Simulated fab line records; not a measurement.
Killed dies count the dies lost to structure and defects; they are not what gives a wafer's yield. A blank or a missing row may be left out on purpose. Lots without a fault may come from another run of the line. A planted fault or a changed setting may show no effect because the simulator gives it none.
Chamber matching ; flow n5Finfet ; cmp-01 running N5_BEOL_M12_CMP_49: 4 sister chambers
The step polishes, stops on SiOC, t overpolish 20.6 s, target thk 320 nm. 8 wafers are shown with their chamber, then 7 later ones without.

WAFERS, EACH WITH ITS CHAMBER
wafer;chamber;motorCurrentA (A);barrierFieldEndpointS (s)
L083.2;1;5.6;29.5
L084.1;2;6.3;30.5
L084.3;1;6.1;29.8
L084.5;2;6.8;30.5
L085.5;0;5.7;29.3
L085.6;3;6.4;30.1
L090.1;3;6.6;31.3
L090.3;0;5.9;30.6

WAFERS MISSING THEIR CHAMBER
wafer;motorCurrentA (A);barrierFieldEndpointS (s)
L090.4;5.8;29.9
L091.2;6.7;29.5
L091.4;5.8;29.8
L091.5;5.9;29.1
L096.3;5.7;30.3
L096.5;6.7;30.5
L096.6;5.7;30.0

CHAMBER TAKEN BY EACH
wafer;from the rows above;in truth
L090.4;can't be placed: 0 or 1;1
L091.2;can't be placed: 2 or 3 or 1 or 0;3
L091.4;can't be placed: 0 or 1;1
L091.5;can't be placed: 1 or 0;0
L096.3;can't be placed: 0 or 1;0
L096.5;can't be placed: 2 or 3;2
L096.6;can't be placed: 0 or 1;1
Correct placement for 0 of the 7. Cannot be placed on the basis of these rows: 7; the candidates contain the true chamber in 7. Wrongly placed: 0.
How it was worked out, from the rows above alone: a wafer's distance from a chamber is the root of the sum, over the readings, of the square of ((its reading less the chamber's mean) divided by the reading's scatter). The wafer belongs to the nearest chamber; if the next one is less than 2 further off, it can't be placed. Each chamber's mean is taken over the wafers shown for it. How the scatter is found: for the shown wafers, subtract from each reading the mean of its chamber, square and add these, divide the total by (wafers less chambers), then take the root.
